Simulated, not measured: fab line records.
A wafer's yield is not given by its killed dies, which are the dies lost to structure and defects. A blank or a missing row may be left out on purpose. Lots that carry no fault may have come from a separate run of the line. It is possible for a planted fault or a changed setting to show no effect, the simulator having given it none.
Split-lot experiment / flow n5Finfet / 21 wafers read from 7 lots, route of 1938 steps

== THE SPLIT ==
At N5_DUMMY_GATE_EXPOSE_12 (exposes mask GATE, target cd 25 nm), the setting doseMj was moved away from the recipe's 34 on 10 of the 21 wafers read, by -7.4% to +6.9%. All remaining wafers had this setting at the recipe value.

== FROM THE SPLIT TO THE READING: what the file shows between them, 2 steps ==
- N5_DUMMY_GATE_PEB_13: peb time 60 s
- N5_DUMMY_GATE_DEVELOP_14: develop time 30 s

== THE READING ==
cdNm (nm) at N5_DUMMY_GATE_CD_MEAS_15, where the cd target is 25.8 nm. Typical for fault-free wafers on this fab line: 24.91 nm, with standard deviation 0.25 nm.

wafer=L082.1; tool, chamber at the split=euvScanner-01, 0; doseMj as run=34; against the recipe=recipe; cdNm, nm=24.72; against lot-mates on the recipe=-
wafer=L082.4; tool, chamber at the split=euvScanner-01, 0; doseMj as run=34; against the recipe=recipe; cdNm, nm=25.13; against lot-mates on the recipe=-
wafer=L082.5; tool, chamber at the split=euvScanner-01, 0; doseMj as run=34; against the recipe=recipe; cdNm, nm=24.69; against lot-mates on the recipe=-
wafer=L083.1; tool, chamber at the split=euvScanner-01, 0; doseMj as run=32.39; against the recipe=-4.7%; cdNm, nm=25.99; against lot-mates on the recipe=+0.86
wafer=L083.3; tool, chamber at the split=euvScanner-01, 0; doseMj as run=34; against the recipe=recipe; cdNm, nm=25.13; against lot-mates on the recipe=-
wafer=L083.4; tool, chamber at the split=euvScanner-01, 0; doseMj as run=32.39; against the recipe=-4.7%; cdNm, nm=25.94; against lot-mates on the recipe=+0.81
wafer=L084.1; tool, chamber at the split=euvScanner-01, 0; doseMj as run=34; against the recipe=recipe; cdNm, nm=24.98; against lot-mates on the recipe=-
wafer=L084.2; tool, chamber at the split=euvScanner-01, 0; doseMj as run=33.32; against the recipe=-2.0%; cdNm, nm=25.28; against lot-mates on the recipe=+0.30
wafer=L084.6; tool, chamber at the split=euvScanner-01, 0; doseMj as run=33.32; against the recipe=-2.0%; cdNm, nm=25.49; against lot-mates on the recipe=+0.51
wafer=L085.1; tool, chamber at the split=euvScanner-02, 0; doseMj as run=34; against the recipe=recipe; cdNm, nm=24.71; against lot-mates on the recipe=-
wafer=L085.2; tool, chamber at the split=euvScanner-02, 0; doseMj as run=36.26; against the recipe=+6.6%; cdNm, nm=23.52; against lot-mates on the recipe=-1.48
wafer=L085.4; tool, chamber at the split=euvScanner-02, 0; doseMj as run=34; against the recipe=recipe; cdNm, nm=25.28; against lot-mates on the recipe=-
wafer=L087.1; tool, chamber at the split=euvScanner-02, 0; doseMj as run=34; against the recipe=recipe; cdNm, nm=25.11; against lot-mates on the recipe=-
wafer=L087.2; tool, chamber at the split=euvScanner-02, 0; doseMj as run=34; against the recipe=recipe; cdNm, nm=24.84; against lot-mates on the recipe=-
wafer=L087.5; tool, chamber at the split=euvScanner-02, 0; doseMj as run=36.33; against the recipe=+6.9%; cdNm, nm=23.38; against lot-mates on the recipe=-1.60
wafer=L095.1; tool, chamber at the split=euvScanner-01, 0; doseMj as run=31.48; against the recipe=-7.4%; cdNm, nm=26.27; against lot-mates on the recipe=+1.40
wafer=L095.3; tool, chamber at the split=euvScanner-01, 0; doseMj as run=31.48; against the recipe=-7.4%; cdNm, nm=26.58; against lot-mates on the recipe=+1.71
wafer=L095.6; tool, chamber at the split=euvScanner-01, 0; doseMj as run=34; against the recipe=recipe; cdNm, nm=24.87; against lot-mates on the recipe=-
wafer=L097.1; tool, chamber at the split=euvScanner-02, 0; doseMj as run=34; against the recipe=recipe; cdNm, nm=25.02; against lot-mates on the recipe=-
wafer=L097.2; tool, chamber at the split=euvScanner-02, 0; doseMj as run=32.44; against the recipe=-4.6%; cdNm, nm=25.86; against lot-mates on the recipe=+0.84
wafer=L097.4; tool, chamber at the split=euvScanner-02, 0; doseMj as run=32.44; against the recipe=-4.6%; cdNm, nm=26.01; against lot-mates on the recipe=+0.99

FIT RESULTS
A straight line over all 21 wafers: cdNm changes by -0.212 nm for each +1% of doseMj; r = -0.98; the points scatter about the line by 0.16 nm.
The same after taking each lot's own level away (the mean of its wafers on the recipe; 21 wafers): -0.211 nm for each +1%; r = -0.98; scatter 0.16 nm.
Per that fit: largest doseMj move, reading shift of 1.6 nm.
Measured against the standard deviation above, the lots' own levels, which go from 24.847 to 25.130 nm, span 1.1 times it.
Consequently the slope shifts little with the lot-to-lot level, the two slopes agreeing.
Check: +1.56 nm against its lot-mates is what the line predicts for one of the wafers moved furthest among these (-7.4%) when that wafer is left out of the fit. Against them it came out at +1.4 nm.

== OTHER SPLITS APPLIED TO THESE WAFERS ==
Before the reading, these wafers also passed through other splits. Each is held against what the fit with the lots' levels taken away leaves over:
other split on the same wafers=N5_PMOS_HMC_CHANNEL_EPI_PEB_07 pebTimeS; wafers away from the commonest value=9; r with cdNm (lot level and that fit taken away)=+0.16
other split on the same wafers=N5_FIN_SAQP_ETCH_65 timeS; wafers away from the commonest value=6; r with cdNm (lot level and that fit taken away)=+0.13
other split on the same wafers=N5_FIN_CUT_CUT_ETCH_26 timeS; wafers away from the commonest value=4; r with cdNm (lot level and that fit taken away)=-0.44

== FILE'S OWN FIT ==
cdNm changes by -0.213 nm for each +1% of doseMj, r = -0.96.
